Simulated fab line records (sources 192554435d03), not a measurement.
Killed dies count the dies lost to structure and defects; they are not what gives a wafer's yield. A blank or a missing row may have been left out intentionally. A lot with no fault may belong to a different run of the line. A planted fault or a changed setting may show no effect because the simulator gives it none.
fab line records	flow n5_finfet
record: lots: 6	wafers: 18	last_day: 18
route steps=1938 shown HKMG_FIN@449 GATE_CUT@465 PASSIVATION@1936
lots untouched by any fault: they come from a run of this same line in which no faults occurred
start_h: hours from the record's first day to the start of the lot's first wafer shown	wait_h: hours since the lot's step before	" the same as in the row above	L1.1+2: one row covering several wafers at once	- no value, or no start given	* or withheld: withheld	< > ~ a bound
route shown NAME@n: NAME is a module with steps in the file, n the number in the route of the first one	usual: average and standard deviation across the fault-free wafers	same: alike in all rows	chamber/n: place in a boat	sites: each site's reading	_std_site: standard deviation of those values	_edge_site: the outer-site mean with the inner-site mean subtracted	radius_mm: for every site, how far away it sits from the centre of the wafer	mask NAME#n: copy n	behind: tool/chamber where the wafer was last shaped	hold: reason for holding the lot/hours on hold/outcome of the hold	device: whichever transistor did not switch (one of n, p or np)	end of line: the tests these same wafers got at the end of their route	a step given without rows: its recipe and nothing more	killed: the dies lost at the first sort to structure and to defects; this is not the yield of the wafer	map: shows each die of a wafer: x if killed, . if not, _ if none is there
set.NAME: the setting that was run; set.NAME@STEP: the one run at that earlier step	model.NAME: the simulator's own value behind a step, which no gauge read
a table for each step, a row for each wafer; lots at some steps of the route
services: when a tool's chamber went out of use (start_h, in hours from the record's first day, below 0 if earlier), for how many hours, and the reason
== steps ==
step: N5_HKMG_FIN_ALD_71
recipe: material: TiN	target_thk_a: 10	temp_c: 400	ald_precursor_family: TiCl4	ald_co_reactant: NH3	pulse_time_s: 1	purge_time_s: 3	co_reactant_purge_time_s: 2	co_reactant_pulse_time_s: 2	ald_cycles: 47	pressure_torr: 3
step: N5_HKMG_FIN_COAT_66
recipe: resist: SOC	temp_c: 250	time_s: 60	spin_rpm: 1500	resist_thk_nm: 300
step: N5_HKMG_FIN_ETCH_67
recipe: chemistry: N2/H2	target: SOC	target_depth_a: 3889	stop_on: TiN	ion_energy_ev: 100	bias_w: 61	pressure_mtorr: 30	source_w: 850	n2_flow_sccm: 200	h2_flow_sccm: 200
usual: drypump_motor_current_A: 5.8/0.38	oes_product_au: 0.78/0.091	rf_vpp_V: 241.4/1.2	showerhead_plenum_p_Torr: 2.59/0.071	throttle_valve_pct: 17.68/0.29
lot.wafer	tool	chamber	start_h	wait_h	drypump_motor_current_A	oes_product_au	rf_hours_counter_h	rf_vpp_V	showerhead_plenum_p_Torr	throttle_valve_pct
L193.1	rie_diel-04	3	83.60	-	5.5	0.69	231	241.8	2.60	17.68
L193.3	"	1	"	"	6.2	0.75	161	243.6	2.64	18.07
L193.6	"	0	"	"	6.1	0.67	-	240.9	2.61	17.74
L201.2	rie_diel-04	1	135.49	-	6.2	0.74	181	242.0	2.64	18.09
L201.4	"	1	"	"	6.2	0.74	-	242.8	2.64	18.10
L201.6	"	0	"	"	6.1	0.96	-	241.5	2.60	17.30
L203.1	rie_diel-04	0	148.72	-	6.1	0.94	14	241.9	2.60	17.32
L203.2	"	2	"	"	5.9	0.73	192	241.0	2.51	17.88
L203.5	"	2	"	"	5.9	0.72	-	240.3	2.51	17.88
L205.3	rie_diel-04	1	162.11	-	6.3	0.72	194	242.6	2.63	18.12
L205.4	"	3	"	"	5.5	0.93	-	241.1	2.59	17.20
L205.6	"	0	"	"	6.1	0.92	-	241.1	2.60	17.34
L206.2	rie_diel-06	2	164.87	-	5.6	0.68	242	242.4	2.62	17.81
L206.4	"	2	"	"	5.6	0.68	-	242.0	2.62	17.80
L206.5	"	1	"	"	5.6	0.83	-	241.1	2.56	17.78
L210.1	rie_diel-04	2	188.56	-	5.9	0.72	204	240.0	2.51	17.90
L210.2	"	3	"	"	5.5	0.89	13	241.6	2.58	17.20
L210.6	"	3	"	"	5.6	0.90	-	241.7	2.58	17.21
step: N5_HKMG_FIN_STRIP_90
recipe: chemistry: N2/H2	material: SOC	time_s: 20	power_w: 500	temp_c: 40	pressure_mtorr: 50	rf_frequency_hz: 6e+07	bias_power_w: 8	h2_frac: 0.5	n2_flow_sccm: 300	h2_flow_sccm: 300
step: N5_HKMG_FIN_WET_ETCH_73
recipe: chemistry: SC1	mix: 1:2:40	temp_c: 50	time_s: 42.3	target_depth_nm: 1.3	dry: ipa_marangoni	rinse_time_s: 30	rinse_temp_c: 23
step: N5_HKMG_FIN_ETCHBACK_68
recipe: chemistry: Cl2/Ar	stop_on: HfO2	target_depth_a: 5	pressure_mtorr: 10	icp_w: 600	bias_w: 60	Cl2_flow_sccm: 40	Ar_flow_sccm: 60
step: N5_HKMG_FIN_STRIP_69
recipe: chemistry: N2/H2	power_w: 2500	temp_c: 300	h2_frac: 0.65	time_s: 360	pressure_mtorr: withheld	n2_flow_sccm: 1750	h2_flow_sccm: 3250
step: N5_HKMG_FIN_ALD_21
recipe: material: TiN	target_thk_a: 15	temp_c: 400	ald_precursor_family: TiCl4	ald_co_reactant: NH3	pulse_time_s: 1	purge_time_s: 3	co_reactant_purge_time_s: 2	co_reactant_pulse_time_s: 2	ald_cycles: 68	pressure_torr: 3
usual: heater_power_w: 849/120	precursor_pulse_height_rel: 1.002/0.019
lot.wafer	tool	chamber	start_h	wait_h	heater_power_w	precursor_pulse_height_rel
L193.1	ald_metal-02	2	84.35	0.3	793	0.979
L193.3	"	0	"	"	919	1.009
L193.6	"	1	"	"	830	1.021
L201.2	ald_metal-03	0	136.24	0.3	771	1.014
L201.4	"	3	"	"	629	1.005
L201.6	"	0	"	"	774	1.004
L203.1	ald_metal-02	1	149.56	0.3	818	1.012
L203.2	"	2	"	"	779	0.986
L203.5	"	0	"	"	910	0.992
L205.3	ald_metal-03	3	162.85	0.1	669	0.982
L205.4	"	1	"	"	861	1.022
L205.6	"	2	"	"	1061	0.982
L206.2	ald_metal-03	2	165.62	0.3	1055	1.031
L206.4	"	0	"	"	736	1.037
L206.5	"	0	"	"	741	0.983
L210.1	ald_metal-02	2	189.31	0.3	788	1.006
L210.2	"	0	"	"	888	0.996
L210.6	"	0	"	"	901	0.994
step: N5_HKMG_FIN_ALD_72
recipe: material: W	target_thk_a: 20	temp_c: 300	pressure_torr: 7.5	ald_precursor_family: WF6	ald_co_reactant: B2H6	pulse_time_s: 1	purge_time_s: 2	co_reactant_purge_time_s: 2	co_reactant_pulse_time_s: 3	ald_cycles: 7
step: N5_HKMG_FIN_W_FILL_22
recipe: material: W	target_thk_a: 600	temp_c: 400	pressure_torr: 39.4	time_s: 18.2
step: N5_HKMG_FIN_PRECLEAN_83
recipe: chemistry: DIW	time_s: 57.5	temp_c: 23
step: N5_HKMG_FIN_SRD_84
recipe: dry_time_s: 32	dry: n2_spin	spin_rpm: 1500
step: N5_HKMG_FIN_CMP_23
recipe: stop_on: SiNx	t_overpolish_s: 10	post_cmp_clean: rinse_only	down_force_psi: 4	platen_rpm: 50.289	pad_velocity_m_s: 1.0006	target_thk_nm: 46.326
usual: edge_zone_pressure_frac: 1.000/0.0053	motor_current_A: 11.8/0.94	overpolish_run_s: 9.999/0.0088	platen_rpm: 50.29/0.031	retaining_ring_pressure_frac: 1.000/0.0053	time_to_endpoint_s: 12.2/2
lot.wafer	tool	chamber	start_h	wait_h	edge_zone_pressure_frac	motor_current_A	overpolish_run_s	platen_rpm	retaining_ring_pressure_frac	time_to_endpoint_s
L193.3	cmp-04	2	84.88	0.0	0.997	11.1	9.999	50.31	1.009	11.0
L193.1	"	3	"	"	1.000	11.7	9.990	50.29	1.002	10.8
L193.6	"	2	"	"	0.998	11.8	10.002	50.26	1.005	10.4
L201.2	cmp-04	1	136.89	0.0	0.998	10.7	9.995	50.25	0.997	10.5
L201.4	"	0	"	"	0.994	10.8	10.005	50.27	0.999	9.7
L201.6	"	2	"	"	0.997	11.8	9.994	50.33	0.998	10.9
L203.1	cmp-03	2	150.11	0.0	0.999	12.7	10.003	50.33	0.998	12.8
L203.2	"	1	"	"	1.001	11.3	10.011	50.31	0.996	11.6
L203.5	"	2	"	"	1.002	12.6	9.999	50.37	0.992	12.1
L205.3	cmp-04	1	163.39	0.0	0.999	11.3	9.991	50.34	1.009	12.3
L205.4	"	3	"	"	0.999	11.7	10.001	50.28	1.004	11.2
L205.6	"	2	"	"	0.999	11.6	10.003	50.26	0.995	9.9
L206.2	cmp-03	0	166.23	0.1	1.002	13.6	10.009	50.29	1.005	13.5
L206.4	"	1	"	"	1.003	11.5	9.994	50.28	0.992	15.2
L206.5	"	3	"	"	1.000	12.7	10.011	50.30	1.004	13.6
L210.1	cmp-03	3	189.92	0.1	0.995	12.7	9.997	50.29	0.995	13.1
L210.2	"	1	"	"	0.998	11.2	10.003	50.27	1.008	15.5
L210.6	"	3	"	"	1.002	12.9	9.983	50.28	1.000	13.9
step: N5_HKMG_FIN_CMP_94
recipe: stop_on: SiNx	post_cmp_clean: w_dilute_nh4oh	t_overpolish_s: 4.7	down_force_psi: 4	platen_rpm: 50.289	pad_velocity_m_s: 1.0006	target_thk_nm: 43.299
step: N5_GATE_CUT_ETCHBACK_00
recipe: chemistry: SF6/Cl2	target: W	pressure_mtorr: 8	icp_w: 900	bias_w: 80	SF6_flow_sccm: 40	Cl2_flow_sccm: 60
step: N5_GATE_CUT_ETCH_56
recipe: chemistry: Cl2/Ar	target: TiN	target_depth_a: 216	pressure_mtorr: 10	icp_w: 600	bias_w: 60	Cl2_flow_sccm: 40	Ar_flow_sccm: 60
usual: drypump_motor_current_A: 5.9/0.59	he_backside_leak_sccm: 3.5/0.33	oes_product_au: 0.81/0.1	throttle_valve_pct: 20.76/0.23
lot.wafer	tool	chamber	start_h	wait_h	drypump_motor_current_A	he_backside_leak_sccm	oes_product_au	rf_hours_counter_h	throttle_valve_pct
L193.1	rie_metal-02	1	85.74	0.1	5.6	3.5	0.70	59	21.19
L193.3	"	0	"	"	6.5	3.8	0.61	-	21.05
L193.6	"	0	"	"	6.6	3.8	0.60	-	21.04
L201.2	rie_metal-03	1	137.76	0.1	6.7	3.6	0.83	28	20.63
L201.4	"	1	"	"	6.7	3.5	0.82	-	20.63
L201.6	"	0	"	"	5.7	3.5	0.92	-	20.57
L203.1	rie_metal-03	1	150.97	0.1	6.7	3.4	0.82	30	20.63
L203.2	"	0	"	"	5.7	3.4	0.90	9	20.59
L203.5	"	0	"	"	5.7	3.4	0.89	-	20.57
L205.3	rie_metal-03	0	164.29	0.1	5.8	3.3	0.89	-	20.58
L205.4	"	1	"	"	6.7	3.8	0.81	-	20.62
L205.6	"	0	"	"	5.7	3.0	0.89	-	20.58
L206.2	rie_metal-02	1	167.02	0.1	5.6	6.6	0.70	66	21.19
L206.4	"	0	"	"	6.5	3.6	0.97	-	20.62
L206.5	"	1	"	"	5.5	3.5	0.69	-	21.20
L210.1	rie_metal-01	1	190.71	0.1	5.0	3.6	0.79	41	20.60
L210.2	"	0	"	"	5.5	3.5	0.78	36	20.80
L210.6	"	0	"	"	5.5	3.5	0.77	-	20.80
step: N5_GATE_CUT_ETCHBACK_30
recipe: chemistry: Cl2/Ar	target: TiN	target_depth_a: 30	mode: isotropic	pressure_mtorr: 10	icp_w: 600	bias_w: 60	Cl2_flow_sccm: 40	Ar_flow_sccm: 60
step: N5_GATE_CUT_VAPOR_ETCH_60
recipe: chemistry: BCl3/Cl2	target: HfO2	mode: isotropic
step: N5_GATE_CUT_ETCH_58
recipe: chemistry: CH3F/O2	target: SiNx	target_depth_a: 170	time_s: 128.6	ion_energy_ev: 50	pressure_mtorr: 30	source_w: 415	bias_w: 21	Ar_flow_sccm: 150	CH3F_flow_sccm: 30	O2_flow_sccm: 20
step: N5_GATE_CUT_STRIP_59
recipe: chemistry: N2/H2	time_s: 20	power_w: 100	temp_c: 40	pressure_mtorr: 100	rf_frequency_hz: 6e+07	bias_power_w: 3	n2_flow_sccm: 300	h2_flow_sccm: 300
step: N5_GATE_CUT_PRECLEAN_31
recipe: temp_c: 23	chemistry: DIW	time_s: 300
step: N5_GATE_CUT_SRD_32
recipe: time_s: 30	temp_c: 23	rinse_liquid: diw	dry: ipa_marangoni
step: N5_GATE_CUT_SAC_CAP_01
recipe: material: SiNx	target_thk_a: 240	temp_c: 400	ald_precursor_family: SiH2I2	ald_co_reactant: N2/H2-plasma	pulse_time_s: 1	ald_cycles: 480	purge_time_s: 2	co_reactant_purge_time_s: 2	pressure_torr: 2
step: N5_GATE_CUT_PECVD_57
recipe: material: SiNx	target_thk_a: 210	temp_c: 400	precursor: SiH4/NH3/N2	pressure_torr: 1.5	rf_w: 300
usual: heater_power_w: 813/90	showerhead_plenum_p_Torr: 5.11/0.062	throttle_valve_pct: 39.3/2
lot.wafer	tool	chamber	start_h	wait_h	heater_power_w	showerhead_plenum_p_Torr	throttle_valve_pct
L193.1	pecvd-02	0	88.63	1.1	942	5.23	42.6
L193.3	"	1	"	"	657	5.10	40.3
L193.6	"	2	"	"	777	5.07	36.5
L201.2	pecvd-02	2	140.44	1.1	781	5.08	36.3
L201.4	"	1	"	"	743	5.10	40.4
L201.6	"	2	"	"	783	5.06	36.4
L203.1	pecvd-01	2	153.69	1.1	900	5.19	37.5
L203.2	"	0	"	"	858	5.06	42.0
L203.5	"	1	"	"	822	5.09	40.9
L205.3	pecvd-02	1	166.98	1.1	667	5.11	40.3
L205.4	"	0	"	"	827	5.23	43.0
L205.6	"	1	"	"	685	5.11	40.5
L206.2	pecvd-01	1	169.79	1.1	714	5.10	40.8
L206.4	"	2	"	"	766	5.20	37.4
L206.5	"	1	"	"	686	5.11	40.8
L210.1	pecvd-02	0	193.39	1.1	917	5.24	42.5
L210.2	"	1	"	"	651	5.12	40.1
L210.6	"	0	"	"	925	5.24	42.9
step: N5_GATE_CUT_CMP_02
recipe: stop_on: SiO2	t_overpolish_s: 12.7	post_cmp_clean: alkaline_brush	down_force_psi: 2.5	platen_rpm: 51.8	pad_velocity_m_s: 1.0307	target_thk_nm: 0
step: N5_GATE_CUT_HM_DEP_46
recipe: material: SiO2	target_thk_a: 1300	temp_c: 400	precursor: TEOS/O2	pressure_torr: 6.5	rf_w: 900	teos_flow_sccm: 161.4	gas: O2	flow_sccm: 2650	time_s: 26.6
usual: heater_power_w: 616/83	showerhead_plenum_p_Torr: 8.34/0.035	throttle_valve_pct: 18.6/0.96
lot.wafer	tool	chamber	start_h	wait_h	heater_power_w	showerhead_plenum_p_Torr	throttle_valve_pct
L193.1	pecvd-03	1	89.03	0.0	558	8.29	18.0
L193.3	"	1	"	"	575	8.31	18.1
L193.6	"	1	"	"	571	8.33	18.0
L201.2	pecvd-01	2	140.85	0.0	658	8.37	17.1
L201.4	"	0	"	"	685	8.28	19.5
L201.6	"	2	"	"	667	8.39	17.4
L203.1	pecvd-01	2	154.10	0.0	634	8.38	17.7
L203.2	"	0	"	"	643	8.29	19.7
L203.5	"	1	"	"	582	8.32	19.0
L205.3	pecvd-01	0	167.39	0.0	606	8.29	19.6
L205.4	"	1	"	"	610	8.30	19.2
L205.6	"	2	"	"	660	8.38	17.3
L206.2	pecvd-02	0	170.19	0.0	658	8.42	20.0
L206.4	"	0	"	"	633	8.42	19.9
L206.5	"	1	"	"	463	8.32	19.1
L210.1	pecvd-03	0	193.83	0.0	616	8.31	18.3
L210.2	"	2	"	"	728	8.36	17.5
L210.6	"	2	"	"	729	8.34	17.7
step: N5_GATE_CUT_COAT_34
recipe: resist: SOC	temp_c: 250	time_s: 60	spin_rpm: 1500	resist_thk_nm: 60
step: N5_GATE_CUT_COAT_35
recipe: resist: SiARC	temp_c: 220	time_s: 60	spin_rpm: 1500	resist_thk_nm: 10
step: N5_GATE_CUT_COAT_27
recipe: resist: underlayer	temp_c: 205	time_s: 60	spin_rpm: 1500	resist_thk_nm: 10
step: N5_GATE_CUT_COAT_07
recipe: resist: CAR-EUV	spin_rpm: 1500	resist_thk_nm: 30
step: N5_GATE_CUT_EBR_09
recipe: solvent: PGMEA	ebr_width_mm: 1.5
step: N5_GATE_CUT_SOFTBAKE_08
recipe: temp_c: 110	time_s: 60	resist: CAR-EUV
step: N5_GATE_CUT_EXPOSE_10
recipe: mask_id: GATE_CUT	na: 0.33	source_shape: annular	sigma_inner: 0.35	sigma_outer: 0.8	polarization: unpolarized	target_cd_nm: 20	dose_mj: 43.25
step: N5_GATE_CUT_PEB_11
recipe: peb_temp_c: 100	peb_time_s: 60	resist: CAR-EUV
step: N5_GATE_CUT_DEVELOP_12
recipe: develop_time_s: 30	developer: TMAH	resist: CAR-EUV	rinse_liquid: surfactant_rinse	dry: air_spin	dev_temp_c: 23
step: N5_GATE_CUT_CD_MEAS_13
recipe: target_cd_nm: 20	landing_energy_ev: 500	detector: se_inlens
usual: cd_nm: 20.00/0.23
lot.wafer	tool	chamber	start_h	wait_h	cd_nm
L193.1	cd_sem-03	0	89.51	-	20.48
L193.3	"	0	"	"	20.13
L193.6	"	0	"	"	20.31
L201.2	cd_sem-03	0	141.18	-	19.77
L201.4	"	0	"	"	20.08
L201.6	"	0	"	"	19.89
L203.1	cd_sem-03	0	154.43	-	20.06
L203.2	"	0	"	"	19.68
L203.5	"	0	"	"	19.56
L205.3	cd_sem-02	0	167.85	-	19.95
L205.4	"	0	"	"	19.96
L205.6	"	0	"	"	20.05
L206.2	cd_sem-01	0	170.55	-	19.78
L206.4	"	0	"	"	19.93
L206.5	"	0	"	"	20.17
L210.1	cd_sem-01	0	194.29	-	19.79
L210.2	"	0	"	"	20.01
L210.6	"	0	"	"	19.66
step: N5_GATE_CUT_OVL_MEAS_14
recipe: points_per_wafer: 522
usual: GATE_CUT_OVL: -0.4/0.71
lot.wafer	tool	chamber	start_h	wait_h	GATE_CUT_OVL[nm]
L193.1	overlay-01	0	89.54	0.0	-0.1
L193.3	"	0	"	"	-1.1
L193.6	"	0	"	"	-0.7
L201.2	overlay-01	0	141.22	0.0	-2.0
L201.4	"	0	"	"	-2.4
L201.6	"	0	"	"	-1.7
L203.1	overlay-01	0	154.47	0.0	-0.1
L203.2	"	0	"	"	0.3
L203.5	"	0	"	"	0.4
L205.3	overlay-01	0	167.89	0.0	0.2
L205.4	"	0	"	"	-0.3
L205.6	"	0	"	"	0.1
L206.2	overlay-01	0	170.59	0.0	-0.1
L206.4	"	0	"	"	-0.4
L206.5	"	0	"	"	0.2
L210.1	overlay-02	0	194.32	0.0	-0.8
L210.2	"	0	"	"	-0.9
L210.6	"	0	"	"	-1.5
step: N5_GATE_CUT_DESCUM_18
recipe: chemistry: O2	time_s: 7	source_power_w: 50	bias_power_w: 20	pressure_mtorr: 20	rf_frequency_hz: 2.712e+07	temp_c: 40	resist: CAR-EUV	o2_flow_sccm: 225
step: N5_PASSIVATION_PROBE_49
usual: defect_limited_yield: 91.3/1.4	killed_at_M0_to_M3: 34/10	killed_at_M4_up: 14/5.5	killed_at_contacts: 12/6	killed_at_front_end: 40/10	killed_at_other: 3.0/2.4	killed_dies: 103/17	killed_on_rim: 13/4.3	killed_open: 68/13	killed_short: 34/7.8	sort_bin_5_function: 5.1/0.97	sort_bin_6_memory: 3.3/0.66	sort_n_pass: 1077/17	sort_yield_pct: 91.2/1.4
same: gross_dies: 1180	killed_at_back_side: 0	sort_bin_4_leakage[%]: 0	sort_bin_8_speed[%]: 0
lot.wafer	tool	chamber	start_h	wait_h	defect_limited_yield[%]	killed_at_M0_to_M3	killed_at_M4_up	killed_at_contacts	killed_at_front_end	killed_at_other	killed_dies	killed_on_rim	killed_open	killed_short	sort_bin_5_function[%]	sort_bin_6_memory[%]	sort_n_pass	sort_yield_pct[%]
L201.6	prober-02	-	378.72	0.3	93.6	20	18	5	31	2	76	9	44	25	3.4	2.4	1104	93.6
L206.2	prober-01	-	401.51	0.1	47.3	24	5	5	588	0	622	85	31	33	33.6	15.3	558	47.3
L206.4	prober-01	-	401.61	0.2	47.2	25	11	10	575	2	623	80	50	26	32.2	16.9	557	47.2
L206.5	prober-01	-	401.66	0.2	46.4	14	2	9	599	9	633	71	49	27	34.4	14.9	547	46.4
L205.3	prober-02	-	410.20	0.1	91.2	26	18	12	45	3	104	15	82	22	5.2	3.6	1076	91.2
L205.4	prober-02	-	410.25	0.2	90.4	33	9	11	58	2	113	13	79	33	5.8	3.4	1067	90.4
L210.1	prober-01	-	422.07	0.0	44.3	27	11	8	611	0	657	93	57	24	34.9	17.4	523	44.3
L210.2	prober-01	-	422.12	0.1	42.5	41	8	14	615	0	678	86	64	35	36.6	16.4	502	42.5
L210.6	prober-01	-	422.32	0.3	45.7	28	6	9	597	1	641	82	65	19	35.8	15.1	539	45.7
killed by level:class
L201.6 BEOL_M4:geometric_particle:open=8 GATE_CUT:geometric_particle:short=5 MOL_CONTACT_COAG:geometric_particle:open=5 BEOL_M2:geometric_particle:open=5 HKMG_FIN:area_etch=5 FIN_SAQP:geometric_particle:open=3 GATE_CUT:geometric_particle:open=3 BEOL_M0_SAQP:geometric_particle:short=3
L206.2 HKMG_FIN:unspecified=557 FIN_SAQP:geometric_particle:open=9 BEOL_M0_SAQP:geometric_particle:short=9 FIN_SAQP:geometric_particle:short=6 ILD0:geometric_particle:short=6 BEOL_M1:geometric_particle:open=4 MOL_CONTACT_COAG:geometric_particle:open=4 BEOL_M3:geometric_particle:open=3
L206.4 HKMG_FIN:unspecified=543 FIN_SAQP:geometric_particle:open=9 BEOL_M0_SAQP:geometric_particle:open=9 MOL_CONTACT_COAG:geometric_particle:open=8 STARTING-WAFER:geometric_particle:short=6 BEOL_M0_SAQP:geometric_particle:short=5 STI_FIN_REVEAL:geometric_particle:open=4 BEOL_M2:geometric_particle:short=3
L206.5 HKMG_FIN:unspecified=550 STI_FIN_REVEAL:geometric_particle:open=14 FIN_SAQP:geometric_particle:short=11 FIN_SAQP:geometric_particle:open=11 MOL_CONTACT_COAG:geometric_particle:open=8 ILD0:geometric_particle:open=7 BEOL_M0_SAQP:geometric_particle:short=6 PASSIVATION:area_etch=5
L205.3 STI_FIN_REVEAL:geometric_particle:open=16 MOL_CONTACT_COAG:geometric_particle:open=12 BEOL_M2:geometric_particle:open=10 FIN_SAQP:geometric_particle:open=7 BEOL_M4:geometric_particle:open=6 BEOL_M3:geometric_particle:open=6 STI_FIN_REVEAL:geometric_particle:short=4 DUMMY_GATE:geometric_particle:open=4
L205.4 STI_FIN_REVEAL:geometric_particle:open=31 MOL_CONTACT_COAG:geometric_particle:open=9 BEOL_M3:geometric_particle:open=7 BEOL_M0_SAQP:geometric_particle:short=6 BEOL_M2:geometric_particle:open=5 FIN_SAQP:geometric_particle:open=4 STI_FIN_REVEAL:geometric_particle:short=4 DUMMY_GATE:geometric_particle:open=4
L210.1 HKMG_FIN:unspecified=576 MOL_CONTACT_COAG:geometric_particle:open=8 BEOL_M3:geometric_particle:open=8 DUMMY_GATE:geometric_particle:open=6 BEOL_M0_SAQP:geometric_particle:short=6 FIN_SAQP:geometric_particle:open=5 STARTING-WAFER:geometric_particle:open=5 BEOL_M0_SAQP:geometric_particle:open=5
L210.2 HKMG_FIN:unspecified=577 BEOL_M0_SAQP:geometric_particle:short=12 MOL_CONTACT_COAG:geometric_particle:open=11 BEOL_M0_SAQP:geometric_particle:open=11 FIN_SAQP:geometric_particle:open=10 BEOL_M3:geometric_particle:open=9 DUMMY_GATE:geometric_particle:open=7 BEOL_M4:geometric_particle:open=6
L210.6 HKMG_FIN:unspecified=554 FIN_SAQP:geometric_particle:open=9 DUMMY_GATE:geometric_particle:open=9 BEOL_M3:geometric_particle:open=8 MOL_CONTACT_COAG:geometric_particle:open=8 STI_FIN_REVEAL:geometric_particle:open=7 BEOL_M1:geometric_particle:open=7 BEOL_M0_SAQP:geometric_particle:short=4
map L206.5 (x killed, . not)
_________________xxx..x......________________
______________x...x.xxx..x.xx.x._____________
___________x...x..x..xxxx.x.xx.xxx.__________
__________...x...xxxx.xxxxxxxxxxx..x_________
________.xxxx....x.xxx.x.xxx...x..x..._______
_______xxxx.x.x..xxxxxx.xx....xx....xx.______
______...x.x.xx.xx.x..xxx....xxxxxxxxx.._____
_____xx.x.xxxx...x..x...xx..x..x.xxx.xxxx____
____xx....xxx..x...xx.xxx.xxxxxxxx...x.x..___
___x.xx.xxx..x.x...x.xxxxxx.x.xx.xxx.x.xx.x__
___..xx.xx..x.....x.xx..xx..xx.x...x..x..x.__
__xxxxxxxxxxx.x.xx......x.x...x.xx..xxxx..xx_
__.x.x..x...x...x.x.xxxx.xx..x.x...xx.x....x_
_xx.....x..x..xx.......xxx..xx..xxxxxx.xxxxx.
_..xx....x.x..xxxxxx..x.xxx.xxxx...x.xxx.x..x
_.x.x.xx....x.xx.x.x.x..x...x.x.x..xx.xxxxx.x
_..x.xx...x..x.x.xx.....xxxx.xxx..x.xx.xxx.x.
_xx.x.xxx..xxx.xxx.x..x.xxx..x...x.x.x.xxx.xx
_.x.x..x......x....xx....x.xxxx.x..x.x.x.x.x.
_xxx..xxxxx.xx..xxxxxx.xx.xxx.xx.xxxxx.....x.
_..x.xxx.x..x..xxx.xx.....xx.x.xx..xxxx..x..x
__xx..xx...xx..x.x.x.x.x..xx..xx..xx...xxx.x_
__.xxx..x.x..x..xxxxx.xxx....xx..x.xxx......_
___xx.xx...x..xxxx...xxx.xxxxx.....xxxx.xx.__
___x.xxxxx.xxx.x..xx...x.xxx.xx.xxxxx.x.xxx__
____x..xxx.x.....x....x.xxx...x....xxxx...___
_____x.x.x.xxx.xx.xxx.xxxxxxxx.xxxxx..x.x____
______.x.xxx...x...xxxxx.xx.xx.xxxx...x._____
_______.x....xxxx.xx.xxxx.xx.xxxxx..x.x______
________xx..xxx..x.xx.x..xxx.x..xx...._______
__________..x.x.xxx..xx.x.x..xxx..xx_________
___________.x...xx.xxxx..xx.x....x.__________
______________.xx..xxxx.xx.xx.xx_____________
_________________xxxxxx.....x________________
map L210.2 (x killed, . not)
_________________x.x.xxxx.x.x________________
______________...x...xxxxx..x.x._____________
___________x.x...x..xxx..x.x.x.x.xx__________
__________x..xx..x.xx.xxxx.x..xx.x.x_________
________..x..xx...xx...x.xxx.x.xxx.xxx_______
_______xxx..xx.xx.x..xxxx.xx.xx.......x______
______.x.....xx.x.xxxxxx.xxx.xxx.xxx.x.._____
_____..x.xxxxx.x.x....x.xxx..x.xxxx..xx..____
____.xx.x.x..xxx....xxxx.xxx.......xxxxx.x___
___.xxx.xxxxx.x...x....xxxx...x.x..xxxxxxxx__
___.x..xx.xx.xxxx.xx....xx..xxxxxx...x..xxx__
__x.x...xx....x..xxx.xxxxx.xxx.x.xxxxxxxxxxx_
__.xx.x.xxxxx..xxx.x..xx.x.xxxx.xx.x.xxx.xxx_
_x..xx..x.x.xxx.xx......x..x.x.xxx..x...x...x
_xxxxxxx.xx..x..x.x.x..x..x....xx.xxxxx....xx
_xx....xxxxxx.x.....xxx...x.xxx..xx...xxx.xxx
_xxxxxxx...x.xx.x...x...x.xxxxx.xx.xxxxx..xxx
_xx.xx.xxxx.xx..xxx..x.x..xx.x.x.xxxx.x.x...x
_.xx..xx..x.x....x..xxxxxx.x...x.xxxx.x..xxxx
_xxx.xxxx.xxxxxxx..xxxx.......xxx..xxxxxxx.xx
_....xxxx.xx.x.xxx.xxx.x..x.x.x.x...xxxxx..xx
__xxxx.x.xx.xxx.xx..xx.xx.x.x.xx..xxx.x.xxx._
__xx..x.x.xx.xxxxxxx.xx...xx.x..xxxx.xx.x..x_
___xxxx..x..xxx.xx.xx.x.x...x.xxxxxx..xxx.x__
___..xx.x.x......xx..xxxx......xx.x.xxx.xx.__
____...xxx....x.xx..x.xxxx..x.x..x..x....x___
_____.xxx.x.xxxxxxx.xxxx...xxx.xxxxxxxx..____
______x....xx.xx.xx.xx..xx.x..xx.xxx.x.x_____
_______.xx.xx..x.xxxx.xx.xx....xxx.x..x______
________..xxx.xxx...xx.xx..xx.x..xxxxx_______
__________...xxx..x..x...xx.xx..xxxx_________
___________x.xxx.xxx..xxx.xx..xx..x__________
______________xx..xxxxx.xx.x..xx_____________
_________________xx.x.x...xxx________________
== services ==
tool	chamber	start_h	hours	kind
cmp-04	-	61.35	-	consumable_replace:conditioner
cmp-04	-	61.35	-	consumable_replace:pad
pecvd-02	1	80.99	5.5	scheduled_down
pecvd-03	0	89.01	2.1	scheduled_down
ald_metal-02	3	97.31	26.2	repair
rie_diel-04	0	98.61	-	clean
rie_diel-04	0	98.61	-	consumable_replace:focus_ring
rie_diel-04	0	98.61	15.3	scheduled_down
rie_diel-04	0	98.61	15.3	vent_cycle
cmp-04	-	107.69	4.0	repair
cmp-04	-	114.98	5.3	pm
pecvd-03	-	125.98	0.6	repair
pecvd-02	1	127.44	2.1	scheduled_down
rie_diel-04	3	130.10	-	clean
rie_diel-04	3	130.10	-	consumable_replace:focus_ring
rie_diel-04	3	130.10	23.7	scheduled_down
rie_diel-04	3	130.10	23.7	vent_cycle
rie_diel-06	0	130.10	4.0	repair
cmp-03	-	135.22	8.7	pm
pecvd-03	0	144.63	19.6	repair
pecvd-01	-	160.83	0.8	repair
pecvd-02	2	163.09	76.1	repair
rie_diel-04	1	171.89	1.4	repair
rie_diel-06	3	181.80	17.0	repair
== key ==
first_sign: step: N5_PASSIVATION_PROBE_49	reading: killed_at_front_end	direction: up	sigmas: 53	usual: 40	struck: 598
effect: step: N5_PASSIVATION_PROBE_49	reading: killed_dies	direction: up	sigmas: 32	usual: 103	struck: 642
more_kills_born_at: N5_HKMG_FIN_CMP_23@cmp-03: 3357
met_at N5_HKMG_FIN_CMP_23
struck_wafers L206.2,L206.4,L206.5,L210.1,L210.2,L210.6
onset_between 150.11 166.23
fault: kind: chamber_particle_source	tool: cmp-03	chamber: -	onset_h: 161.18	steps: N5_HKMG_FIN_CMP_23	rate_per_visit_cm2: 1.2992	end_h: 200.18
